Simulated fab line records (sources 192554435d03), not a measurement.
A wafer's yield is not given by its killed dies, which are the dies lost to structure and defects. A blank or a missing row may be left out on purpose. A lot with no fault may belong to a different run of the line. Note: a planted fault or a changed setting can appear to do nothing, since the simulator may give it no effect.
Lot-split experiment || flow n5-finfet || 21 wafers read from 7 lots, route of 1938 steps

SPLIT DETAILS
At N5_SD_EPI_P_ETCH_16 (etches SiO2 in CHF3/O2, target depth 5 nm), the setting target-depth-a was moved away from the recipe's 50 angstrom on 7 of the 21 wafers read, by -11.6% to +12.1%. The other wafers ran this setting at the recipe's value.

The reading is taken at the split's own step.

THE READING
etch.depth-nm (the simulator's own value, which no gauge read), in nm, at N5_SD_EPI_P_ETCH_16 (etches SiO2 in CHF3/O2, target depth 5 nm). The file does not state a usual value for it. Average 5.051 nm, standard deviation 0.08 nm, over the 14 wafers here run with the recipe.

{"wafer": "L075.2", "tool, chamber at the split": "rie-diel-01, 0", "target-depth-a as run, angstrom": 44.37, "against the recipe": "-11.3%", "etch.depth-nm, nm": 4.528, "against lot-mates on the recipe": -0.386}
{"wafer": "L075.3", "tool, chamber at the split": "rie-diel-01, 3", "target-depth-a as run, angstrom": 50, "against the recipe": "recipe", "etch.depth-nm, nm": 4.897, "against lot-mates on the recipe": "-"}
{"wafer": "L075.6", "tool, chamber at the split": "rie-diel-01, 3", "target-depth-a as run, angstrom": 50, "against the recipe": "recipe", "etch.depth-nm, nm": 4.931, "against lot-mates on the recipe": "-"}
{"wafer": "L079.3", "tool, chamber at the split": "rie-diel-01, 0", "target-depth-a as run, angstrom": 56.03, "against the recipe": "+12.1%", "etch.depth-nm, nm": 5.677, "against lot-mates on the recipe": "+0.522"}
{"wafer": "L079.4", "tool, chamber at the split": "rie-diel-01, 1", "target-depth-a as run, angstrom": 50, "against the recipe": "recipe", "etch.depth-nm, nm": 5.189, "against lot-mates on the recipe": "-"}
{"wafer": "L079.6", "tool, chamber at the split": "rie-diel-01, 0", "target-depth-a as run, angstrom": 50, "against the recipe": "recipe", "etch.depth-nm, nm": 5.121, "against lot-mates on the recipe": "-"}
{"wafer": "L081.1", "tool, chamber at the split": "rie-diel-04, 1", "target-depth-a as run, angstrom": 50, "against the recipe": "recipe", "etch.depth-nm, nm": 5.091, "against lot-mates on the recipe": "-"}
{"wafer": "L081.2", "tool, chamber at the split": "rie-diel-04, 0", "target-depth-a as run, angstrom": 50, "against the recipe": "recipe", "etch.depth-nm, nm": 5.067, "against lot-mates on the recipe": "-"}
{"wafer": "L081.4", "tool, chamber at the split": "rie-diel-04, 3", "target-depth-a as run, angstrom": 50, "against the recipe": "recipe", "etch.depth-nm, nm": 5.033, "against lot-mates on the recipe": "-"}
{"wafer": "L088.1", "tool, chamber at the split": "rie-diel-05, 3", "target-depth-a as run, angstrom": 50, "against the recipe": "recipe", "etch.depth-nm, nm": 5.046, "against lot-mates on the recipe": "-"}
{"wafer": "L088.2", "tool, chamber at the split": "rie-diel-05, 1", "target-depth-a as run, angstrom": 50, "against the recipe": "recipe", "etch.depth-nm, nm": 5.09, "against lot-mates on the recipe": "-"}
{"wafer": "L088.4", "tool, chamber at the split": "rie-diel-05, 2", "target-depth-a as run, angstrom": 50, "against the recipe": "recipe", "etch.depth-nm, nm": 5.129, "against lot-mates on the recipe": "-"}
{"wafer": "L091.2", "tool, chamber at the split": "rie-diel-01, 3", "target-depth-a as run, angstrom": 50, "against the recipe": "recipe", "etch.depth-nm, nm": 4.948, "against lot-mates on the recipe": "-"}
{"wafer": "L091.4", "tool, chamber at the split": "rie-diel-01, 0", "target-depth-a as run, angstrom": 54.26, "against the recipe": "+8.5%", "etch.depth-nm, nm": 5.424, "against lot-mates on the recipe": "+0.476"}
{"wafer": "L091.6", "tool, chamber at the split": "rie-diel-01, 0", "target-depth-a as run, angstrom": 54.26, "against the recipe": "+8.5%", "etch.depth-nm, nm": 5.474, "against lot-mates on the recipe": "+0.526"}
{"wafer": "L095.1", "tool, chamber at the split": "rie-diel-01, 2", "target-depth-a as run, angstrom": 50, "against the recipe": "recipe", "etch.depth-nm, nm": 5.12, "against lot-mates on the recipe": "-"}
{"wafer": "L095.3", "tool, chamber at the split": "rie-diel-01, 0", "target-depth-a as run, angstrom": 50, "against the recipe": "recipe", "etch.depth-nm, nm": 5.001, "against lot-mates on the recipe": "-"}
{"wafer": "L095.4", "tool, chamber at the split": "rie-diel-01, 3", "target-depth-a as run, angstrom": 53.28, "against the recipe": "+6.6%", "etch.depth-nm, nm": 5.278, "against lot-mates on the recipe": "+0.217"}
{"wafer": "L096.4", "tool, chamber at the split": "rie-diel-05, 2", "target-depth-a as run, angstrom": 50, "against the recipe": "recipe", "etch.depth-nm, nm": 5.044, "against lot-mates on the recipe": "-"}
{"wafer": "L096.5", "tool, chamber at the split": "rie-diel-05, 1", "target-depth-a as run, angstrom": 44.2, "against the recipe": "-11.6%", "etch.depth-nm, nm": 4.47, "against lot-mates on the recipe": -0.574}
{"wafer": "L096.6", "tool, chamber at the split": "rie-diel-05, 0", "target-depth-a as run, angstrom": 44.2, "against the recipe": "-11.6%", "etch.depth-nm, nm": 4.401, "against lot-mates on the recipe": -0.643}

THE FIT
A straight line over all 21 wafers: etch.depth-nm changes by +0.0493 nm for each +1% of target-depth-a; r = +0.97; the points scatter about the line by 0.075 nm.
The same after taking each lot's own level away (the mean of its wafers on the recipe; 21 wafers): +0.0476 nm for each +1%; r = +0.98; scatter 0.064 nm.
That fit puts the effect of the largest move of target-depth-a on the reading at 0.57 nm.
From 4.9140 to 5.1550 nm: that is the span of the lots' own levels, equal to 3.0 times the standard deviation above.
So the lot-to-lot level changes the slope little: the two slopes agree.
Check: +0.596 nm against its lot-mates is what the line predicts for one of the wafers moved furthest among these (+12.1%) when that wafer is left out of the fit. It came out at +0.522 nm against them.

THESE WAFERS: OTHER SPLITS
Other splits were also applied to these wafers ahead of the reading. Each is held against what the fit with the lots' levels taken away leaves over:
{"other split on the same wafers": "N5_WELL_APT_COAT_02 spin-rpm", "wafers away from the commonest value": 8, "r with etch.depth-nm (lot level and that fit taken away)": -0.09}
{"other split on the same wafers": "N5_PMOS_HMC_CHANNEL_EPI_ETCH_32 bias-w", "wafers away from the commonest value": 7, "r with etch.depth-nm (lot level and that fit taken away)": -0.13}
{"other split on the same wafers": "N5_FIN_SAQP_PECVD_06 time-s", "wafers away from the commonest value": 8, "r with etch.depth-nm (lot level and that fit taken away)": "+0.13"}
{"other split on the same wafers": "N5_FIN_SAQP_PEB_14 peb-time-s", "wafers away from the commonest value": 8, "r with etch.depth-nm (lot level and that fit taken away)": "+0.09"}
{"other split on the same wafers": "N5_FIN_CUT_COAT_18 spin-rpm", "wafers away from the commonest value": 9, "r with etch.depth-nm (lot level and that fit taken away)": -0.05}
{"other split on the same wafers": "N5_FIN_CUT_EXPOSE_05 dose-mj", "wafers away from the commonest value": 10, "r with etch.depth-nm (lot level and that fit taken away)": "+0.19"}
{"other split on the same wafers": "N5_DUMMY_GATE_COAT_28 spin-rpm", "wafers away from the commonest value": 9, "r with etch.depth-nm (lot level and that fit taken away)": "+0.13"}

THE FILE'S OWN FIT
etch.depth-nm changes by +0.0448 nm for each +1% of target-depth-a, r = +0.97.
